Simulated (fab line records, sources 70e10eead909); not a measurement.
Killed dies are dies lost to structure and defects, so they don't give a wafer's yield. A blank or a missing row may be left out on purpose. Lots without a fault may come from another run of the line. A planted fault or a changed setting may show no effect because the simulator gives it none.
Which tool did it? | flow nand_harc | 24 lots, 72 wafers sampled, at 6 steps of a route of 1302

WHAT THE GAUGES READ, wafer by wafer
NHARC_P_BONDPAD_THK_MEAS_33: measures by ellipsometry.
lot  | measured     | on            | thk_nm (nm)
L074 | day 7 03:49  | film_metro-01 | 202.1 197.1 199.1
L075 | day 7 05:02  | film_metro-01 | 199.1 198.2 198.3
L076 | day 7 08:27  | film_metro-01 | 200.6 199.8 198.1
L077 | day 7 15:30  | film_metro-02 | 202.9 199.7 200.7
L078 | day 8 04:48  | film_metro-02 | 201.0 198.0 198.9
L079 | day 8 23:20  | film_metro-02 | 199.9 199.1 198.6
L080 | day 9 00:13  | film_metro-01 | 198.3 199.8 199.5
L081 | day 9 17:53  | film_metro-01 | 200.8 201.2 199.3
L082 | day 9 18:17  | film_metro-01 | 199.4 199.8 200.3
L083 | day 10 06:29 | film_metro-02 | 199.6 202.0 201.5
L084 | day 10 21:43 | film_metro-02 | 199.6 198.4 200.2
L085 | day 11 05:53 | film_metro-02 | 201.2 203.5 200.8
L086 | day 11 13:06 | film_metro-02 | 200.1 199.9 201.8
L089 | day 12 12:47 | film_metro-02 | 200.0 200.1 200.8
L087 | day 12 13:14 | film_metro-01 | 199.0 199.2 200.7
L088 | day 12 14:03 | film_metro-01 | 201.0 200.2 200.5
L090 | day 13 09:25 | film_metro-01 | 200.0 199.8 198.6
L091 | day 13 12:02 | film_metro-01 | 200.3 200.4 201.0
L092 | day 14 00:57 | film_metro-02 | 199.3 200.8 200.5
L093 | day 14 11:11 | film_metro-02 | 198.9 198.3 198.9
L095 | day 14 22:25 | film_metro-02 | 201.9 199.8 200.9
L094 | day 14 22:53 | film_metro-02 | 200.3 200.0 198.6
L096 | day 15 10:42 | film_metro-02 | 201.7 198.7 200.4
L097 | day 16 02:18 | film_metro-01 | 202.1 201.7 201.0

WHICH TOOL RAN EACH LOT (tool, then ch and the chambers of the sampled wafers, then the start)
lot  | NHARC_P_M1_DESCUM_14               | NHARC_P_M1_PRE_CLEAN_30                 | NHARC_P_M1_CMP_23             | NHARC_P_M2_PRE_CLEAN_30                 | NHARC_P_BONDPAD_DEP_00
L074 | rie_diel-01 ch 0,2,3, day 6 19:52  | pvd_sputter-01, day 6 21:59 or earlier  | cmp-04 ch 0,1,3, day 6 21:59  | pvd_sputter-03, day 7 03:49 or earlier  | pecvd-02 ch 0,2, day 7 03:49 or earlier
L075 | rie_diel-01 ch 1,2,3, day 6 20:50  | pvd_sputter-01, day 6 22:59 or earlier  | cmp-02 ch 0,1,2, day 6 22:59  | pvd_sputter-03, day 7 04:22 or earlier  | pecvd-02 ch 0,1,2, day 7 04:22
L076 | rie_diel-03 ch 0,1, day 7 00:23    | pvd_sputter-01, day 7 02:28 or earlier  | cmp-02 ch 1,3, day 7 02:28    | pvd_sputter-02, day 7 07:50 or earlier  | pecvd-02 ch 0,1,2, day 7 07:50
L077 | rie_diel-01 ch 1,3, day 7 06:43    | pvd_sputter-01, day 7 08:08             | cmp-01 ch 0,1,3, day 7 09:20  | pvd_sputter-01, day 7 12:35             | pecvd-04 ch 0,1, day 7 14:50
L078 | rie_diel-01 ch 2,3, day 7 20:56    | pvd_sputter-01, day 7 23:03 or earlier  | cmp-01 ch 2,3, day 7 23:03    | pvd_sputter-02, day 8 04:14 or earlier  | pecvd-04 ch 0,1,2, day 8 04:14
L079 | rie_diel-01 ch 0,3, day 8 15:23    | pvd_sputter-01, day 8 17:31 or earlier  | cmp-02 ch 0,1,2, day 8 17:31  | pvd_sputter-03, day 8 22:47 or earlier  | pecvd-02 ch 0,1,2, day 8 22:47
L080 | rie_diel-01 ch 0,1,3, day 8 16:18  | pvd_sputter-02, day 8 18:24 or earlier  | cmp-02 ch 0,1,3, day 8 18:24  | pvd_sputter-01, day 8 23:37 or earlier  | pecvd-02 ch 1,2, day 8 23:37
L081 | rie_diel-03 ch 2,3, day 9 09:49    | pvd_sputter-01, day 9 12:04 or earlier  | cmp-02 ch 1,2,3, day 9 12:04  | pvd_sputter-03, day 9 17:53 or earlier  | pecvd-03 ch 1,2, day 9 17:53 or earlier
L082 | rie_diel-03 ch 0,1, day 9 10:16    | pvd_sputter-02, day 9 12:26 or earlier  | cmp-04 ch 0,1, day 9 12:26    | pvd_sputter-02, day 9 17:43 or earlier  | pecvd-04 ch 1,2, day 9 17:43
L083 | rie_diel-03 ch 2,3, day 9 22:25    | pvd_sputter-02, day 10 00:35 or earlier | cmp-02 ch 0,3, day 10 00:35   | pvd_sputter-03, day 10 05:52 or earlier | pecvd-03 ch 0,2, day 10 05:52
L084 | rie_diel-03 ch 0,1, day 10 13:45   | pvd_sputter-02, day 10 15:53 or earlier | cmp-04 ch 0,3, day 10 15:53   | pvd_sputter-02, day 10 21:03 or earlier | pecvd-04 ch 1,2, day 10 21:03
L085 | rie_diel-03 ch 1,2, day 10 21:18   | pvd_sputter-03, day 10 23:41 or earlier | cmp-01 ch 1,2, day 10 23:41   | pvd_sputter-02, day 11 05:53 or earlier | pecvd-03 ch 0,1, day 11 05:53 or earlier
L086 | rie_diel-01 ch 0,2,3, day 11 03:39 | pvd_sputter-01, day 11 07:13 or earlier | cmp-04 ch 0,1, day 11 07:13   | pvd_sputter-03, day 11 12:29 or earlier | pecvd-03 ch 0,2, day 11 12:29
L089 | rie_diel-03 ch 1,2, day 12 04:23   | pvd_sputter-01, day 12 06:52 or earlier | cmp-04 ch 0,2,3, day 12 06:52 | pvd_sputter-03, day 12 12:47 or earlier | pecvd-03 ch 0,2, day 12 12:47 or earlier
L087 | rie_diel-01 ch 0,1,2, day 12 05:05 | pvd_sputter-03, day 12 07:09 or earlier | cmp-01 ch 0,1, day 12 07:09   | pvd_sputter-02, day 12 13:14 or earlier | pecvd-02 ch 0,2, day 12 13:14 or earlier
L088 | rie_diel-01 ch 1,2, day 12 05:59   | pvd_sputter-01, day 12 08:07 or earlier | cmp-01 ch 2,3, day 12 08:07   | pvd_sputter-03, day 12 13:26 or earlier | pecvd-02 ch 0,1, day 12 13:26
L090 | rie_diel-01 ch 1,2,3, day 13 01:22 | pvd_sputter-03, day 13 03:30 or earlier | cmp-01 ch 0,1,2, day 13 03:30 | pvd_sputter-02, day 13 08:46 or earlier | pecvd-03 ch 0,1,2, day 13 08:46
L091 | rie_diel-03 ch 0,1,3, day 13 04:11 | pvd_sputter-03, day 13 06:19 or earlier | cmp-02 ch 1,2, day 13 06:19   | pvd_sputter-01, day 13 11:23 or earlier | pecvd-04 ch 0,1,2, day 13 11:23
L092 | rie_diel-01 ch 0,2, day 13 17:00   | pvd_sputter-01, day 13 19:10 or earlier | cmp-04 ch 0,3, day 13 19:10   | pvd_sputter-02, day 14 00:23 or earlier | pecvd-04 ch 0,2, day 14 00:23
L093 | rie_diel-05 ch 0,2,3, day 14 03:12 | pvd_sputter-01, day 14 05:20 or earlier | cmp-04 ch 0,1,3, day 14 05:20 | pvd_sputter-03, day 14 10:32 or earlier | pecvd-02 ch 0,1,2, day 14 10:32
L095 | rie_diel-01 ch 0,1, day 14 14:14   | pvd_sputter-01, day 14 16:22 or earlier | cmp-02 ch 0,3, day 14 16:22   | pvd_sputter-02, day 14 21:42 or earlier | pecvd-02 ch 1, day 14 21:42
L094 | rie_diel-05 ch 0,1,2, day 14 14:52 | pvd_sputter-02, day 14 17:01 or earlier | cmp-04 ch 0,2,3, day 14 17:01 | pvd_sputter-03, day 14 22:14 or earlier | pecvd-03 ch 1,2, day 14 22:14
L096 | rie_diel-01 ch 0,2,3, day 15 02:13 | pvd_sputter-01, day 15 04:49 or earlier | cmp-02 ch 1,2,3, day 15 04:49 | pvd_sputter-01, day 15 10:42 or earlier | pecvd-03 ch 0,1, day 15 10:42 or earlier
L097 | rie_diel-03 ch 0,1,2, day 15 17:05 | pvd_sputter-02, day 15 19:23 or earlier | cmp-04 ch 0,2, day 15 19:23   | pvd_sputter-03, day 16 01:41 or earlier | pecvd-02 ch 0,1,2, day 16 01:41
- NHARC_P_M1_DESCUM_14: chemistry O2, time 3 s.
- NHARC_P_M1_PRE_CLEAN_30: time 30 s.
- NHARC_P_M1_CMP_23: polishes, t overpolish 20 s, target thk 157.82 nm.
- NHARC_P_M2_PRE_CLEAN_30: time 30 s.
- NHARC_P_BONDPAD_DEP_00: deposits SiCN, target thk 250 nm.

WHAT THE TOOLS THEMSELVES READ (means of the sampled wafers that have a number; where no wafer has one, the mark that the record gives instead)
NHARC_P_M1_DESCUM_14.
lot  | tool        | drypump_motor_current_A (A) | oes_product_au (a.u.) | rf_vpp_V (V) | showerhead_plenum_p_Torr (Torr) | throttle_valve_pct (%)
L074 | rie_diel-01 | 5.5                         | 0.999                 | 57.9         | 1.95                            | 11.311
L075 | rie_diel-01 | 5.4                         | 1.006                 | 57.8         | 1.90                            | 11.315
L076 | rie_diel-03 | 5.3                         | 0.987                 | 57.0         | 1.82                            | 11.309
L077 | rie_diel-01 | 5.3                         | 1.015                 | 57.4         | 1.84                            | 11.316
L078 | rie_diel-01 | 5.6                         | 1.002                 | 57.7         | 1.92                            | 11.309
L079 | rie_diel-01 | 5.4                         | 1.005                 | 58.6         | 1.88                            | 11.300
L080 | rie_diel-01 | 5.4                         | 1.005                 | 57.3         | 1.92                            | 11.312
L081 | rie_diel-03 | 6.0                         | 1.002                 | 57.5         | 1.88                            | 11.318
L082 | rie_diel-03 | 5.7                         | 0.987                 | 57.4         | 1.80                            | 11.320
L083 | rie_diel-03 | 6.0                         | 1.004                 | 57.0         | 1.95                            | 11.319
L084 | rie_diel-03 | 5.8                         | 0.998                 | 56.8         | 1.80                            | 11.319
L085 | rie_diel-03 | 6.1                         | 0.987                 | 57.0         | 1.79                            | 11.322
L086 | rie_diel-01 | 5.5                         | 0.995                 | 58.7         | 1.94                            | 11.306
L089 | rie_diel-03 | 6.1                         | 0.985                 | 56.8         | 1.79                            | 11.303
L087 | rie_diel-01 | 5.6                         | 1.003                 | 58.9         | 1.99                            | 11.303
L088 | rie_diel-01 | 5.4                         | 1.004                 | 58.6         | 1.94                            | 11.313
L090 | rie_diel-01 | 5.5                         | 0.996                 | 57.2         | 1.90                            | 11.322
L091 | rie_diel-03 | 5.7                         | 1.000                 | 57.1         | 1.88                            | 11.309
L092 | rie_diel-01 | 5.6                         | 0.999                 | 58.4         | 2.03                            | 11.317
L093 | rie_diel-05 | 5.7                         | 1.003                 | 58.5         | 1.96                            | 11.310
L095 | rie_diel-01 | 5.5                         | 0.999                 | 58.1         | 2.01                            | 11.314
L094 | rie_diel-05 | 5.7                         | 1.004                 | 58.1         | 2.01                            | 11.310
L096 | rie_diel-01 | 5.5                         | 1.006                 | 58.0         | 1.94                            | 11.318
L097 | rie_diel-03 | 5.7                         | 0.997                 | 57.5         | 1.81                            | 11.313

NHARC_P_M1_PRE_CLEAN_30.
lot  | tool           | heater_power_w (W)
L074 | pvd_sputter-01 | 391
L075 | pvd_sputter-01 | 393
L076 | pvd_sputter-01 | 398
L077 | pvd_sputter-01 | 416
L078 | pvd_sputter-01 | 433
L079 | pvd_sputter-01 | 364
L080 | pvd_sputter-02 | 392
L081 | pvd_sputter-01 | 414
L082 | pvd_sputter-02 | 412
L083 | pvd_sputter-02 | 367
L084 | pvd_sputter-02 | 408
L085 | pvd_sputter-03 | 379
L086 | pvd_sputter-01 | 408
L089 | pvd_sputter-01 | 402
L087 | pvd_sputter-03 | 389
L088 | pvd_sputter-01 | 401
L090 | pvd_sputter-03 | 394
L091 | pvd_sputter-03 | 386
L092 | pvd_sputter-01 | 437
L093 | pvd_sputter-01 | 430
L095 | pvd_sputter-01 | 403
L094 | pvd_sputter-02 | 380
L096 | pvd_sputter-01 | 398
L097 | pvd_sputter-02 | 419

NHARC_P_M1_CMP_23.
lot  | tool   | motor_current_A (A) | pad_life_wafers | time_to_endpoint_s (s)
L074 | cmp-04 | 10.3                | 85              | 27.1
L075 | cmp-02 | 10.8                | 26              | 28.5
L076 | cmp-02 | 10.9                | 37              | 27.0
L077 | cmp-01 | 10.5                | 224             | 27.3
L078 | cmp-01 | 10.7                | 294             | 30.1
L079 | cmp-02 | 11.0                | 212             | 26.8
L080 | cmp-02 | 11.8                | 218             | 30.4
L081 | cmp-02 | 11.3                | 284             | 26.5
L082 | cmp-04 | 9.5                 | 295             | 28.5
L083 | cmp-02 | 12.4                | 330             | 27.3
L084 | cmp-04 | 11.0                | 56              | 26.4
L085 | cmp-01 | 10.8                | 199             | 29.6
L086 | cmp-04 | 9.7                 | 108             | 29.8
L089 | cmp-04 | 11.2                | 193             | 27.7
L087 | cmp-01 | 10.8                | 324             | 26.3
L088 | cmp-01 | 10.3                | 332             | 32.0
L090 | cmp-01 | 10.8                | 14              | 32.1
L091 | cmp-02 | 10.8                | 254             | 27.6
L092 | cmp-04 | 10.6                | 320             | 27.4
L093 | cmp-04 | 10.6                | 13              | 27.4
L095 | cmp-02 | 13.3                | 372             | 29.7
L094 | cmp-04 | 10.9                | 55              | 27.7
L096 | cmp-02 | 11.2                | 20              | 31.2
L097 | cmp-04 | 11.2                | 134             | 26.7

NHARC_P_M2_PRE_CLEAN_30.
lot  | tool           | heater_power_w (W)
L074 | pvd_sputter-03 | 385
L075 | pvd_sputter-03 | 390
L076 | pvd_sputter-02 | 389
L077 | pvd_sputter-01 | 437
L078 | pvd_sputter-02 | 387
L079 | pvd_sputter-03 | 383
L080 | pvd_sputter-01 | 396
L081 | pvd_sputter-03 | 401
L082 | pvd_sputter-02 | 385
L083 | pvd_sputter-03 | 384
L084 | pvd_sputter-02 | 372
L085 | pvd_sputter-02 | 419
L086 | pvd_sputter-03 | 380
L089 | pvd_sputter-03 | 395
L087 | pvd_sputter-02 | 376
L088 | pvd_sputter-03 | 382
L090 | pvd_sputter-02 | 415
L091 | pvd_sputter-01 | 430
L092 | pvd_sputter-02 | 382
L093 | pvd_sputter-03 | 401
L095 | pvd_sputter-02 | 376
L094 | pvd_sputter-03 | 385
L096 | pvd_sputter-01 | 404
L097 | pvd_sputter-03 | 415

NHARC_P_BONDPAD_DEP_00.
lot  | tool     | heater_power_outer_w (W) | heater_power_w (W)
L074 | pecvd-02 | 240                      | 441
L075 | pecvd-02 | 251                      | 476
L076 | pecvd-02 | 227                      | 438
L077 | pecvd-04 | 259                      | 516
L078 | pecvd-04 | 267                      | 514
L079 | pecvd-02 | 221                      | 432
L080 | pecvd-02 | 264                      | 489
L081 | pecvd-03 | 344                      | 603
L082 | pecvd-04 | 249                      | 482
L083 | pecvd-03 | 318                      | 549
L084 | pecvd-04 | 263                      | 484
L085 | pecvd-03 | 327                      | 561
L086 | pecvd-03 | 322                      | 559
L089 | pecvd-03 | 317                      | 549
L087 | pecvd-02 | 246                      | 479
L088 | pecvd-02 | 236                      | 479
L090 | pecvd-03 | 350                      | 606
L091 | pecvd-04 | 296                      | 553
L092 | pecvd-04 | 298                      | 565
L093 | pecvd-02 | 248                      | 472
L095 | pecvd-02 | 244                      | 484
L094 | pecvd-03 | 375                      | 653
L096 | pecvd-03 | 351                      | 621
L097 | pecvd-02 | 241                      | 470

THE ANSWER, worked out from the rows above alone
Rule: what is usual is taken from the lots themselves. Put in order of their means at a reading, lots are off if they are a third of the lots or fewer, leave a main group of 4 or more, and stand apart from it by a gap of 3 or more times the standard deviation of the main group's means; of several such gaps the widest counts. A main group whose means are all the same, to the digits that the tables above print for the reading, isn't used. A lot without any number at a reading at which 4 lots or more have one is off too. The other lots that the step has rows for count as sound. The gauges are gone through in route order, then the tools' own readings, and for those a lot's mean is taken as printed above. The first step at which some lot is off is used, and at that step the reading that is off furthest; a lot without a number counts as furthest.
No lot is off at any reading shown: from this, nothing can be told.

WHAT THE SIMULATOR HAD PUT IN
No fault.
